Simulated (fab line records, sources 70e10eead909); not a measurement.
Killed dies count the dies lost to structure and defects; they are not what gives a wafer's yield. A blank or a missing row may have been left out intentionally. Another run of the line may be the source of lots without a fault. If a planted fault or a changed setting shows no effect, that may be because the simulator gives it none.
fab line records | flow nand_harc
record: lots: 13 | wafers: 39 | last_day: 33
route steps=1302 shown A_STAIRCASE@767 END@1302
lots untouched by any fault: they come from a run of this same line in which no faults occurred
start_h: hours from the record's first day to the start of the lot's first wafer shown | wait_h: how many hours have passed since the lot's step before this one | " unchanged from the row above | L1.1+2: a row that stands for several wafers | - value missing, or start not given | * or withheld: withheld | < > ~ a bound
route shown NAME@n: names a module that has steps shown in the file, with the first one's number in the route | usual: mean and standard deviation over wafers with no fault | same: alike in all rows | chamber/n: place in a boat | sites: per-site readings | _std_site: the values' standard deviation | _edge_site: inner sites' mean taken away from outer sites' mean | radius_mm: how far each site lies from the wafer's centre | mask NAME#n: copy n | behind: tool/chamber where the wafer was last shaped | hold: the reason the lot was held/the length of the hold in hours/how it ended | device: the transistor (n, p or np) that didn't switch | end of line: tests run on the same wafers once the route is complete | a step given without rows: its recipe and nothing more | killed: not the wafer's yield, but the dies lost to structure and defects at the first sort | map: a wafer's dies, x killed, . not, _ none there
set.NAME: setting as actually run; set.NAME@STEP: the setting as run at that earlier step | model.NAME: the simulator's own value behind a step, which no gauge read
one table for each step of the route and one row for each wafer, over a sample of lots
services: from which hour (start_h, from the record's first day; less than 0 if before it) a tool's chamber was out of use, for how many hours, and why
== steps ==
step: NHARC_A_STAIRCASE_ETCH_253
recipe: target_depth_a: 500 | time_s: 20.2 | ion_energy_ev: 400 | c4f8_flow_sccm: 20 | o2_flow_sccm: 10 | ar_flow_sccm: withheld | rf_w: 600 | bias_w: 1000 | chemistry: C4F8/O2
usual: oes_product_au: 0.956/0.017 | rf_vpp_V: 896/5.5
lot.wafer | tool        | chamber | start_h | wait_h | oes_product_au | rf_hours_counter_h | rf_vpp_V
L627.3    | rie_diel-10 | 3       | 355.31  | 0.1    | 0.944          | 35                 | 898
L627.2    | "           | 0       | "       | "      | 0.941          | 30                 | 897
L627.1    | "           | 2       | "       | "      | 0.955          | 37                 | 891
L628.3    | rie_diel-04 | 3       | 383.58  | 0.1    | 0.961          | 7                  | 888
L628.2    | "           | 1       | "       | "      | 0.980          | 6                  | 896
L628.6    | "           | 3       | "       | "      | 0.963          | -                  | 890
L629.1    | rie_diel-10 | 2       | 384.86  | 0.2    | 0.948          | 49                 | 891
L629.6    | "           | 0       | "       | "      | 0.949          | -                  | 897
L629.5    | "           | 2       | "       | "      | 0.947          | -                  | 890
L631.3    | rie_diel-04 | 3       | 394.80  | 0.1    | 0.925          | 15                 | 889
L631.5    | "           | 1       | "       | "      | 0.921          | -                  | 896
L631.6    | "           | 2       | "       | "      | 0.927          | -                  | 889
L630.4    | rie_diel-04 | 2       | 403.61  | 0.1    | 0.954          | 15                 | 890
L630.3    | "           | 3       | "       | "      | 0.955          | 17                 | 887
L630.5    | "           | 1       | "       | "      | 0.973          | -                  | 894
L632.1    | rie_diel-03 | 1       | 404.27  | 0.1    | 0.954          | 40                 | 906
L632.6    | "           | 0       | "       | "      | 0.953          | -                  | 905
L632.5    | "           | 1       | "       | "      | 0.952          | -                  | 906
L634.3    | rie_diel-03 | 1       | 425.22  | 0.1    | 0.966          | 46                 | 905
L634.2    | "           | 2       | "       | "      | 0.962          | 41                 | 900
L634.4    | "           | 3       | "       | "      | 0.986          | 52                 | 900
L633.1    | rie_diel-03 | 2       | 432.62  | 0.1    | 0.963          | 43                 | 898
L633.4    | "           | 3       | "       | "      | 0.952          | 54                 | 900
L633.5    | "           | 2       | "       | "      | 0.960          | -                  | 900
L640.2    | rie_diel-10 | 2       | 488.49  | 0.1    | 0.956          | 23                 | 889
L640.1    | "           | 3       | "       | "      | 0.986          | 24                 | 898
L640.3    | "           | 1       | "       | "      | 0.951          | 23                 | 904
L642.1    | rie_diel-10 | 0       | 520.72  | 0.1    | 0.972          | 16                 | 897
L642.3    | "           | 1       | "       | "      | 0.938          | 31                 | 902
L642.5    | "           | 0       | "       | "      | 0.970          | -                  | 896
L643.3    | rie_diel-04 | 0       | 524.33  | 0.1    | 0.912          | -                  | 893
L643.4    | "           | 3       | "       | "      | 0.921          | -                  | 889
L643.5    | "           | 3       | "       | "      | 0.919          | -                  | 888
L646.1    | rie_diel-10 | 1       | 563.78  | 0.1    | 0.973          | 44                 | 903
L646.4    | "           | 2       | "       | "      | 0.965          | 48                 | 890
L646.5    | "           | 1       | "       | "      | 0.971          | -                  | 905
L648.3    | rie_diel-04 | 2       | 567.71  | 0.1    | 0.939          | 9                  | 890
L648.2    | "           | 1       | "       | "      | 0.941          | 9                  | 895
L648.6    | "           | 2       | "       | "      | 0.938          | -                  | 889
step: NHARC_A_STAIRCASE_HM_DEP_456
recipe: target_thk_a: 31000 | temp_c: 400 | material: aC
usual: throttle_valve_pct: 35.000/0.01
lot.wafer | tool       | chamber | start_h | wait_h | throttle_valve_pct
L627.1    | acl_dep-01 | 0       | 357.19  | -      | 34.988
L627.2    | "          | 0       | "       | "      | 34.999
L627.3    | "          | 0       | "       | "      | 34.991
L628.2    | acl_dep-02 | 0       | 384.86  | -      | 35.007
L628.3    | "          | 0       | "       | "      | 35.017
L628.6    | "          | 0       | "       | "      | 35.005
L629.1    | acl_dep-03 | 0       | 387.59  | -      | 35.006
L629.5    | "          | 0       | 388.84  | -      | 34.980
L629.6    | "          | 0       | "       | "      | 34.993
L631.3    | acl_dep-02 | 0       | 399.26  | -      | 34.992
L631.5    | "          | 0       | "       | "      | 34.983
L631.6    | "          | 0       | "       | "      | 35.018
L630.3    | acl_dep-02 | 0       | 405.48  | -      | 34.977
L630.4    | "          | 0       | "       | "      | 34.986
L630.5    | "          | 0       | "       | "      | 34.993
L632.1    | acl_dep-01 | 0       | 406.32  | -      | 35.017
L632.5    | "          | 0       | 407.55  | -      | 35.003
L632.6    | "          | 0       | "       | "      | 35.025
L634.2    | acl_dep-03 | 0       | 426.42  | -      | 35.004
L634.3    | "          | 0       | "       | "      | 34.995
L634.4    | "          | 0       | "       | "      | 35.005
L633.1    | acl_dep-01 | 0       | 438.52  | -      | 35.005
L633.4    | "          | 0       | "       | "      | 34.999
L633.5    | "          | 0       | "       | "      | 34.978
L640.1    | acl_dep-01 | 0       | 490.29  | -      | 35.000
L640.2    | "          | 0       | "       | "      | 35.004
L640.3    | "          | 0       | "       | "      | 35.010
L642.1    | acl_dep-01 | 0       | 524.18  | -      | 34.998
L642.3    | "          | 0       | "       | "      | 34.990
L642.5    | "          | 0       | "       | "      | 35.025
L643.3    | acl_dep-02 | 0       | 528.43  | -      | 34.995
L643.4    | "          | 0       | "       | "      | 35.005
L643.5    | "          | 0       | "       | "      | 34.990
L646.1    | acl_dep-01 | 0       | 565.64  | -      | 34.998
L646.4    | "          | 0       | "       | "      | 34.997
L646.5    | "          | 0       | "       | "      | 35.006
L648.2    | acl_dep-01 | 0       | 569.66  | -      | 34.988
L648.3    | "          | 0       | "       | "      | 35.000
L648.6    | "          | 0       | "       | "      | 34.998
step: NHARC_A_STAIRCASE_DEP_259
recipe: target_thk_a: 300 | target_thk_nm: 30 | temp_c: 400 | pressure_torr: 3.5 | flow_sccm: 200 | rf_w: 350 | material: SiON
usual: heater_power_w: 778/82
lot.wafer | tool     | chamber | start_h | wait_h | heater_power_w
L627.3    | pecvd-04 | 1       | 359.06  | 0.9    | 821
L627.2    | "        | 2       | "       | "      | 816
L627.1    | "        | 0       | "       | "      | 895
L628.2    | pecvd-02 | 2       | 386.41  | 1.2    | 696
L628.3    | "        | 0       | "       | "      | 766
L628.6    | "        | 2       | "       | "      | 700
L629.1    | pecvd-02 | 0       | 389.59  | 1.7    | 770
L629.6    | "        | 2       | "       | "      | 593
L629.5    | "        | 0       | "       | "      | 778
L631.3    | pecvd-01 | 0       | 400.54  | 1.0    | 778
L631.5    | "        | 2       | "       | "      | 678
L631.6    | "        | 1       | "       | "      | 819
L630.3    | pecvd-02 | 1       | 406.76  | 1.0    | 822
L630.4    | "        | 0       | "       | "      | 868
L630.5    | "        | 1       | "       | "      | 867
L632.1    | pecvd-04 | 0       | 408.18  | 1.6    | 934
L632.5    | "        | 1       | "       | "      | 856
L632.6    | "        | 2       | "       | "      | 698
L634.3    | pecvd-04 | 2       | 428.04  | 1.0    | 799
L634.2    | "        | 0       | "       | "      | 917
L634.4    | "        | 1       | "       | "      | 786
L633.1    | pecvd-01 | 1       | 440.44  | 1.6    | 819
L633.4    | "        | 2       | "       | "      | 648
L633.5    | "        | 1       | "       | "      | 826
L640.1    | pecvd-04 | 1       | 492.13  | 1.5    | 791
L640.2    | "        | 2       | "       | "      | 780
L640.3    | "        | 0       | "       | "      | 800
L642.3    | pecvd-04 | 1       | 526.08  | 1.0    | 824
L642.1    | "        | 2       | "       | "      | 842
L642.5    | "        | 1       | "       | "      | 839
L643.3    | pecvd-02 | 2       | 529.70  | 1.0    | 634
L643.5    | "        | 2       | "       | "      | 668
L643.4    | "        | 0       | "       | "      | 946
L646.1    | pecvd-01 | 1       | 567.56  | 1.6    | 788
L646.5    | "        | 2       | "       | "      | 645
L646.4    | "        | 1       | "       | "      | 775
L648.2    | pecvd-02 | 0       | 571.25  | 1.3    | 902
L648.3    | "        | 2       | "       | "      | 716
L648.6    | "        | 1       | "       | "      | 789
step: NHARC_A_STAIRCASE_EXPOSE_286
recipe: na: 0.5 | dose_mj: 25.01 | mask_id: CHOP_100
usual: exposure_dose_mJ_cm2: 25.006/0.022
lot.wafer | tool           | chamber | start_h | wait_h | mask       | exposure_dose_mJ_cm2
L627.1    | krf_scanner-02 | 0       | 365.56  | -      | CHOP_100#0 | 24.966
L627.2    | "              | 0       | "       | "      | CHOP_100#0 | 24.984
L627.3    | "              | 0       | "       | "      | CHOP_100#0 | 24.986
L628.2    | krf_scanner-02 | 0       | 392.81  | -      | CHOP_100#0 | 24.996
L628.3    | "              | 0       | "       | "      | CHOP_100#0 | 24.967
L628.6    | "              | 0       | "       | "      | CHOP_100#0 | 24.997
L629.1    | krf_scanner-03 | 0       | 400.00  | -      | CHOP_100#0 | 25.029
L629.5    | "              | 0       | "       | "      | CHOP_100#0 | 25.037
L629.6    | "              | 0       | "       | "      | CHOP_100#0 | 24.994
L631.3    | krf_scanner-04 | 0       | 406.97  | -      | CHOP_100#0 | 25.056
L631.5    | "              | 0       | "       | "      | CHOP_100#0 | 25.016
L631.6    | "              | 0       | "       | "      | CHOP_100#0 | 25.030
L630.3    | krf_scanner-03 | 0       | 413.60  | -      | CHOP_100#0 | 25.020
L630.4    | "              | 0       | "       | "      | CHOP_100#0 | 25.024
L630.5    | "              | 0       | "       | "      | CHOP_100#0 | 24.989
L632.1    | krf_scanner-03 | 0       | 414.52  | -      | CHOP_100#0 | 25.015
L632.5    | "              | 0       | "       | "      | CHOP_100#0 | 24.984
L632.6    | "              | 0       | "       | "      | CHOP_100#0 | 25.000
L634.2    | krf_scanner-03 | 0       | 435.43  | -      | CHOP_100#0 | 25.013
L634.3    | "              | 0       | "       | "      | CHOP_100#0 | 25.023
L634.4    | "              | 0       | "       | "      | CHOP_100#0 | 25.004
L633.1    | krf_scanner-03 | 0       | 448.90  | -      | CHOP_100#0 | 18.934
L633.4    | "              | 0       | "       | "      | CHOP_100#0 | 18.948
L633.5    | "              | 0       | "       | "      | CHOP_100#0 | 18.958
L640.1    | krf_scanner-04 | 0       | 498.68  | -      | CHOP_100#0 | 25.025
L640.2    | "              | 0       | "       | "      | CHOP_100#0 | 25.013
L640.3    | "              | 0       | "       | "      | CHOP_100#0 | 24.988
L642.1    | krf_scanner-03 | 0       | 535.20  | -      | CHOP_100#0 | 18.948
L642.3    | "              | 0       | "       | "      | CHOP_100#0 | 18.956
L642.5    | "              | 0       | "       | "      | CHOP_100#0 | 18.979
L643.3    | krf_scanner-03 | 0       | 537.16  | -      | CHOP_100#0 | 18.910
L643.4    | "              | 0       | "       | "      | CHOP_100#0 | 18.960
L643.5    | "              | 0       | "       | "      | CHOP_100#0 | 18.951
L646.1    | krf_scanner-02 | 0       | 576.77  | -      | CHOP_100#0 | 25.021
L646.4    | "              | 0       | "       | "      | CHOP_100#0 | 25.012
L646.5    | "              | 0       | "       | "      | CHOP_100#0 | 24.999
L648.2    | krf_scanner-02 | 0       | 577.86  | -      | CHOP_100#0 | 24.950
L648.3    | "              | 0       | "       | "      | CHOP_100#0 | 24.981
L648.6    | "              | 0       | "       | "      | CHOP_100#0 | 24.979
step: NHARC_END_SORT_01
recipe: temp_c: 25
usual: killed_at_array: 63/18 | killed_at_other: 1.1/1.3 | killed_at_periphery: 4.3/2.8 | killed_dies: 68/18 | killed_open: 3.3/2 | killed_short: 2.4/1.6
same: gross_dies: 677
lot.wafer | tool      | chamber | start_h | wait_h | killed_at_array | killed_at_other | killed_at_periphery | killed_dies | killed_open | killed_short
L629.1    | prober-01 | 0       | 580.80  | 2.5    | 58              | 0               | 3                   | 61          | 2           | 5
L629.5    | prober-01 | 0       | 584.00  | 3.7    | 48              | 1               | 2                   | 51          | 2           | 3
L629.6    | prober-01 | 0       | 584.79  | 4.0    | 52              | 0               | 1                   | 53          | 4           | 1
L631.3    | prober-02 | 0       | 593.87  | 3.1    | 48              | 1               | 1                   | 50          | 2           | 3
L631.5    | prober-02 | 0       | 595.48  | 3.7    | 37              | 4               | 6                   | 47          | 5           | 0
L631.6    | prober-02 | 0       | 596.28  | 4.0    | 41              | 2               | 7                   | 50          | 3           | 1
L633.1    | prober-01 | 0       | 721.26  | 2.5    | 72              | 1               | 8                   | 81          | 4           | 2
L633.5    | prober-01 | 0       | 724.42  | 3.7    | 76              | 0               | 9                   | 85          | 3           | 1
L634.2    | prober-02 | 0       | 729.89  | 2.8    | 65              | 3               | 1                   | 69          | 6           | 2
L634.3    | prober-02 | 0       | 730.68  | 3.1    | 82              | 4               | 0                   | 86          | 2           | 7
L634.4    | prober-02 | 0       | 731.47  | 3.4    | 65              | 2               | 3                   | 70          | 6           | 4
L640.1    | prober-02 | 0       | 744.71  | 2.5    | 61              | 2               | 1                   | 64          | 1           | 1
L640.2    | prober-02 | 0       | 745.50  | 2.8    | 54              | 1               | 2                   | 57          | 2           | 0
L640.3    | prober-02 | 0       | 746.30  | 3.1    | 64              | 1               | 2                   | 67          | 1           | 2
killed by level:class
L629.1 A_CHANNEL_HOLE_D2:chamber_film_flake=39 A_CHANNEL_HOLE_D1:chamber_film_flake=6 A_STAIRCASE:chamber_film_flake=5 P_CONTACT:chamber_film_flake=2 P_M1:geometric_particle:open=1 A_CHANNEL_FILL_D1:geometric_particle:short=1 A_ONON_D2:geometric_particle:short=1 A_WL_FILL:geometric_particle:short=1
L629.5 A_CHANNEL_HOLE_D2:chamber_film_flake=31 A_CHANNEL_HOLE_D1:chamber_film_flake=5 A_STAIRCASE:chamber_film_flake=4 A_WL_FILL:chamber_film_flake=2 A_ONON_D1:geometric_particle:short=1 A_ONON_D2:geometric_particle:short=1 A_WL_FILL:geometric_particle:open=1 A_M0:geometric_particle:short=1
L629.6 A_CHANNEL_HOLE_D2:chamber_film_flake=27 A_CHANNEL_HOLE_D1:chamber_film_flake=15 A_WL_FILL:chamber_film_flake=3 A_STAIRCASE:chamber_film_flake=2 P_STI:geometric_particle:open=1 A_CHANNEL_FILL_D1:geometric_particle:open=1 A_CHANNEL_FILL_D2:geometric_particle:open=1 A_M0:geometric_particle:open=1
L631.3 A_CHANNEL_HOLE_D2:chamber_film_flake=32 A_STAIRCASE:chamber_film_flake=4 A_CHANNEL_HOLE_D1:chamber_film_flake=3 A_M0:geometric_particle:open=2 A_CONTACT:chamber_film_flake=2 A_SGD_CUT:geometric_particle:short=1 A_WL_FILL:geometric_particle:short=1 STARTING-WAFER:geometric_particle:short=1
L631.5 A_CHANNEL_HOLE_D2:chamber_film_flake=24 P_GATE:chamber_film_flake=4 A_CHANNEL_HOLE_D1:chamber_film_flake=3 THIN_TSV:chamber_film_flake=3 A_STAIRCASE:chamber_film_flake=2 A_CONTACT:chamber_film_flake=2 P_STI:geometric_particle:open=1 P_M0:geometric_particle:open=1
L631.6 A_CHANNEL_HOLE_D2:chamber_film_flake=30 A_CHANNEL_HOLE_D1:chamber_film_flake=5 P_GATE:geometric_particle:open=3 P_GATE:chamber_film_flake=3 A_WL_FILL:chamber_film_flake=2 THIN_TSV:chamber_film_flake=2 A_CHANNEL_FILL_D1:geometric_particle:short=1 P_M1:chamber_film_flake=1
L633.1 A_CHANNEL_HOLE_D1:chamber_film_flake=28 A_CHANNEL_HOLE_D2:chamber_film_flake=26 P_M1:chamber_film_flake=5 A_STAIRCASE:chamber_film_flake=3 A_SGD_CUT:chamber_film_flake=3 A_CONTACT:chamber_film_flake=2 A_SOURCE_PLATE:geometric_particle:open=1 A_ONON_D1:geometric_particle:short=1
L633.5 A_CHANNEL_HOLE_D2:chamber_film_flake=32 A_CHANNEL_HOLE_D1:chamber_film_flake=28 P_M1:chamber_film_flake=9 A_SLIT:chamber_film_flake=3 A_CHANNEL_FILL_D1:geometric_particle:open=2 A_CHANNEL_FILL_D2:chamber_film_flake=2 A_STAIRCASE:chamber_film_flake=2 A_SGD_CUT:chamber_film_flake=2
L634.2 A_CHANNEL_HOLE_D2:chamber_film_flake=34 A_SLIT:chamber_film_flake=18 A_M1:geometric_particle:open=2 A_CHANNEL_HOLE_D1:chamber_film_flake=2 A_CONTACT:chamber_film_flake=2 THIN_TSV:chamber_film_flake=2 A_ONON_D1:geometric_particle:open=1 A_CHANNEL_FILL_D1:geometric_particle:open=1
L634.3 A_SLIT:chamber_film_flake=35 A_CHANNEL_HOLE_D2:chamber_film_flake=31 A_WL_FILL:geometric_particle:short=4 THIN_TSV:chamber_film_flake=4 A_STAIRCASE:chamber_film_flake=3 A_CHANNEL_HOLE_D1:chamber_film_flake=2 A_CHANNEL_FILL_D1:geometric_particle:short=1 A_DECK1_JOINT:geometric_particle:short=1
L634.4 A_CHANNEL_HOLE_D2:chamber_film_flake=28 A_SLIT:chamber_film_flake=20 A_CHANNEL_HOLE_D1:chamber_film_flake=3 A_DECK1_JOINT:chamber_film_flake=3 THIN_TSV:chamber_film_flake=2 P_GATE:geometric_particle:open=1 P_M0:geometric_particle:open=1 A_CHANNEL_HOLE_D1:geometric_particle:short=1
L640.1 A_CHANNEL_HOLE_D1:chamber_film_flake=31 A_CHANNEL_HOLE_D2:chamber_film_flake=16 A_SLIT:chamber_film_flake=4 A_CONTACT:chamber_film_flake=4 A_WL_FILL:geometric_particle:short=1 P_GATE:chamber_film_flake=1 STARTING-WAFER:geometric_particle:open=1 A_CHANNEL_FILL_D1:chamber_film_flake=1
L640.2 A_CHANNEL_HOLE_D1:chamber_film_flake=30 A_CHANNEL_HOLE_D2:chamber_film_flake=10 A_CONTACT:chamber_film_flake=6 A_CHANNEL_FILL_D2:chamber_film_flake=3 A_ONON_D1:geometric_particle:open=1 A_WL_FILL:geometric_particle:open=1 P_ZERO_WELL:chamber_film_flake=1 P_GATE:chamber_film_flake=1
L640.3 A_CHANNEL_HOLE_D1:chamber_film_flake=32 A_CHANNEL_HOLE_D2:chamber_film_flake=22 A_STAIRCASE:chamber_film_flake=3 A_CONTACT:chamber_film_flake=3 P_M0:geometric_particle:short=1 A_CHANNEL_HOLE_D2:geometric_particle:short=1 A_CHANNEL_FILL_D2:geometric_particle:open=1 P_GATE:chamber_film_flake=1
== services ==
tool           | chamber | start_h | hours | kind
pecvd-02       | -       | 340.94  | 1.7   | repair
krf_scanner-02 | -       | 342.13  | 2.5   | repair
rie_diel-04    | -       | 355.03  | 9.0   | pm
acl_dep-01     | -       | 371.64  | 13.0  | pm
rie_diel-10    | 1       | 378.57  | 7.1   | repair
krf_scanner-03 | -       | 396.00  | 4.0   | pm
pecvd-02       | -       | 399.82  | 0.9   | repair
pecvd-02       | 2       | 402.11  | 4.4   | repair
pecvd-02       | -       | 409.10  | 13.0  | pm
rie_diel-10    | -       | 421.20  | 9.0   | pm
rie_diel-04    | 3       | 426.47  | 1.7   | repair
pecvd-04       | 0       | 431.28  | 6.0   | repair
rie_diel-04    | 2       | 445.86  | 34.0  | repair
pecvd-04       | -       | 450.07  | 13.0  | pm
krf_scanner-03 | -       | 466.90  | 0.5   | repair
rie_diel-04    | 0       | 505.96  | 4.3   | repair
krf_scanner-03 | -       | 522.79  | 0.4   | repair
rie_diel-04    | 2       | 523.84  | 18.4  | repair
rie_diel-04    | -       | 532.03  | 9.0   | pm
krf_scanner-03 | -       | 545.82  | 5.3   | repair
pecvd-04       | -       | 547.06  | 1.0   | repair
acl_dep-01     | -       | 552.64  | 13.0  | pm
krf_scanner-03 | -       | 568.00  | 4.0   | pm
pecvd-02       | -       | 575.90  | 1.8   | repair
== key ==
first_sign: step: NHARC_A_STAIRCASE_EXPOSE_286 | reading: exposure_dose_mJ_cm2 | direction: down | sigmas: 99+ | usual: 25.006 | struck: 18.949
effect none on later readings
met_at NHARC_A_STAIRCASE_EXPOSE_286
struck_lots L633,L642,L643
tester_left_out L633,L642,L643
not_acting_at NHARC_A_STAIRCASE_ETCH_253,NHARC_A_STAIRCASE_HM_DEP_456,NHARC_A_STAIRCASE_DEP_259
onset_between 435.43 448.90
fault: kind: process_parameter_drift | tool: krf_scanner-03 | chamber: - | onset_h: 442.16 | steps: NHARC_A_STAIRCASE_EXPOSE_286 | channel: dose_mj | offset: -6.0641 | shape: step | acts_in: these_recipes_only | stated: 25.01
tester_left_out: of these lots the tester's yield and bins aren't shown, on N5 and GAA mostly nor the transistor test; their killed dies are dies lost to structure and defects alone, not to doping, threshold or leakage, so they don't give the yield
